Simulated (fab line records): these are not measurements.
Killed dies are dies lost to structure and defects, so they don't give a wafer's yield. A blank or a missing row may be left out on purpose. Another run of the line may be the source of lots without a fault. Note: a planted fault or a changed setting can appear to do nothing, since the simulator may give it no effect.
Chamber matching | flow nand_harc | ald_metal-02 running NHARC_A_CONTACT_ALD_18: 4 sister chambers
The step deposits TiN, target thk 3 nm, pulse time 1 s, ald cycles 150. 30 wafers are shown with their chamber, then 12 later ones without.

## WAFERS PAIRED WITH THEIR CHAMBERS
wafer  | chamber | heater_power_w (W) | precursor_pulse_height_rel
L074.3 | 2       | 1049               | 0.973
L074.5 | 0       | 1189               | 0.965
L074.6 | 1       | 1279               | 1.013
L076.1 | 3       | 980                | 0.987
L076.3 | 1       | 1283               | 0.976
L076.6 | 1       | 1265               | 0.997
L077.2 | 2       | 1071               | 0.990
L077.4 | 0       | 1169               | 1.011
L077.6 | 1       | 1266               | 0.982
L079.1 | 3       | 985                | 0.987
L079.2 | 0       | 1197               | 1.003
L079.6 | 1       | 1286               | 1.001
L081.4 | 0       | 1158               | 1.027
L081.5 | 3       | 966                | 0.994
L081.6 | 2       | 1061               | 1.006
L083.1 | 3       | 995                | 0.996
L083.2 | 0       | 1124               | 1.038
L083.4 | 1       | 1196               | 0.991
L083.3 | 2       | 1079               | 0.978
L083.5 | 1       | 1171               | 0.999
L083.6 | 2       | 1088               | 1.011
L085.1 | 0       | 1112               | 1.006
L085.3 | 3       | 985                | 0.989
L085.6 | 0       | 1117               | 1.001
L088.3 | 1       | 1208               | 1.020
L088.4 | 3       | 974                | 1.002
L088.6 | 1       | 1175               | 0.978
L091.1 | 1       | 1189               | 1.015
L091.2 | 0       | 1114               | 1.007
L091.3 | 2       | 1087               | 1.014

SIGNATURES (means of the wafers above)
reading                    | chamber 0 | chamber 1 | chamber 2 | chamber 3 | scatter within a chamber
heater_power_w             | 1147.50   | 1231.80   | 1072.50   | 980.83    | 34.5
precursor_pulse_height_rel | 1.00725   | 0.99720   | 0.99533   | 0.99250   | 0.0165
Rule: distance of a wafer from a chamber = root of the sum over the readings of ((wafer's reading minus chamber's mean) / reading's scatter) squared. If the next closest chamber is less than 2 further off than the closest, the wafer can't be placed; otherwise it belongs to the closest. The scatter: take each reading less its chamber's mean, square it, sum over the shown wafers, divide by the number of wafers less the number of chambers, and take the root.

## WAFERS MISSING THEIR CHAMBER
wafer  | heater_power_w (W) | precursor_pulse_height_rel
L094.3 | 1129               | 0.973
L094.4 | 977                | 0.996
L094.5 | 1082               | 1.006
L094.1 | 1077               | 1.031
L094.2 | 1203               | 0.990
L094.6 | 981                | 0.987
L092.2 | 1206               | 0.990
L092.4 | 1092               | 1.001
L092.6 | 1105               | 1.016
L095.2 | 1097               | 1.005
L095.3 | 1176               | 0.994
L095.6 | 1116               | 0.989

## THE CHAMBER EACH PASSED THROUGH
wafer  | from the rows above          | in truth
L094.3 | can't be placed: 2 or 0 or 1 | 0
L094.4 | 3                            | 3
L094.5 | can't be placed: 2 or 0      | 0
L094.1 | can't be placed: 2 or 0 or 3 | 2
L094.2 | can't be placed: 1 or 0      | 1
L094.6 | 3                            | 3
L092.2 | can't be placed: 1 or 0      | 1
L092.4 | can't be placed: 2 or 0      | 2
L092.6 | can't be placed: 0 or 2      | 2
L095.2 | can't be placed: 2 or 0      | 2
L095.3 | can't be placed: 0 or 1 or 2 | 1
L095.6 | can't be placed: 2 or 0      | 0
Correct placement for 2 of the 12. Can't be placed from these rows: 10 (the true chamber is among the candidates in 10). 0 placed wrongly.
